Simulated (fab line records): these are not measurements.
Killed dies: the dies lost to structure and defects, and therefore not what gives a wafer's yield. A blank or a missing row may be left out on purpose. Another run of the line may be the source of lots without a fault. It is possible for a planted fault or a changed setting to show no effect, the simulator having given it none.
Chamber matching ; flow n5 finfet ; 4 sister chambers for N5_BEOL_M0_CUTY_DESCUM_61 on rie diel-01
The step chemistry O2, time 7.9 s. 14 wafers are shown with their chamber, then 7 later ones without.

EACH WAFER AND ITS CHAMBER
wafer;chamber;showerhead plenum p Torr (Torr);drypump motor current A (A);throttle valve pct (%)
L080.1;2;2.21;5.7;21.1
L080.2;1;2.17;6.6;20.3
L080.3;0;1.98;6.2;20.9
L083.1;3;2.08;5.8;20.4
L083.4;2;2.20;5.7;21.1
L083.6;3;2.08;5.8;20.4
L085.1;2;2.20;5.7;21.1
L085.2;3;2.07;5.7;20.4
L085.3;0;1.98;6.2;20.9
L088.1;1;2.17;6.5;19.9
L088.4;1;2.17;6.5;19.9
L088.5;1;2.17;6.5;20.0
L089.1;1;2.17;6.6;20.0
L089.5;1;2.16;6.6;19.9

SIGNATURES, as means of the wafers listed above
reading;chamber 0;chamber 1;chamber 2;chamber 3;scatter within a chamber
showerhead plenum p Torr;1.9800;2.1683;2.2033;2.0767;0.00465
drypump motor current A;6.200;6.550;5.700;5.767;0.0465
throttle valve pct;20.900;20.000;21.100;20.400;0.11
Rule: a wafer's distance from a chamber is the root of the sum, over the readings, of the square of ((its reading less the chamber's mean) divided by the reading's scatter). If the next closest chamber is less than 2 further off than the closest, the wafer can't be placed; otherwise it belongs to the closest. The scatter is the square root of a quotient: the sum, over the shown wafers, of each reading's squared deviation from its chamber's mean, divided by wafers minus chambers.

WAFERS WITH NO CHAMBER GIVEN
wafer;showerhead plenum p Torr (Torr);drypump motor current A (A);throttle valve pct (%)
L089.6;2.20;5.7;21.1
L093.1;2.24;6.3;20.6
L093.3;2.07;5.7;20.5
L093.4;2.16;6.5;20.0
L095.2;2.24;6.3;20.6
L095.5;2.07;5.7;20.5
L095.6;2.24;6.3;20.6

WHICH CHAMBER EACH WENT THROUGH
wafer;from the rows above;in truth
L089.6;2;2
L093.1;can't be placed: 2 or 1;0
L093.3;3;3
L093.4;1;1
L095.2;can't be placed: 2 or 1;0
L095.5;3;3
L095.6;can't be placed: 2 or 1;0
Correct placement for 4 of the 7. Cannot be placed on the basis of these rows: 3; the candidates contain the true chamber in 0. Placed wrongly: 0.
